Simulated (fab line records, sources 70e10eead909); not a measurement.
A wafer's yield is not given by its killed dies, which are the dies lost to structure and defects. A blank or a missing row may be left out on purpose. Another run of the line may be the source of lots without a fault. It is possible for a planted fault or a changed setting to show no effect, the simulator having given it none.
Matching of chambers    flow nand_harc    NHARC_A_SLIT_DEP_25 on pecvd-04 has 3 sister chambers
The step deposits SiO2, target thk 200 nm. 3 wafers are shown with their chamber, then 6 later ones without.

## WAFERS, EACH WITH ITS CHAMBER
wafer   chamber  showerhead_vpp_V (V)
L506.4  2        1806
L507.1  0        1914
L507.3  1        1702

## WAFERS WHOSE CHAMBER IS MISSING
wafer   showerhead_vpp_V (V)
L507.5  1824
L514.1  1904
L514.2  1792
L514.5  1798
L519.4  1926
L519.6  1894

## EACH ONE'S CHAMBER
wafer   from the rows above  in truth
L507.5  2                    2
L514.1  0                    0
L514.2  2                    2
L514.5  2                    2
L519.4  0                    0
L519.6  0                    0
6 of 6 placed correctly. From these rows, 0 cannot be placed. Placed wrongly: 0.
How it was worked out, from the rows above alone: a wafer's distance from a chamber is the root of the sum, over the readings, of the square of ((its reading less the chamber's mean) divided by the reading's scatter). The wafer belongs to the nearest chamber; if the next one is less than 2 further off, it can't be placed. Each chamber's mean is taken over the wafers shown for it. The scatter: with one shown wafer a chamber, the root of the mean of the squares of how far each hidden wafer lies from its nearest shown one.
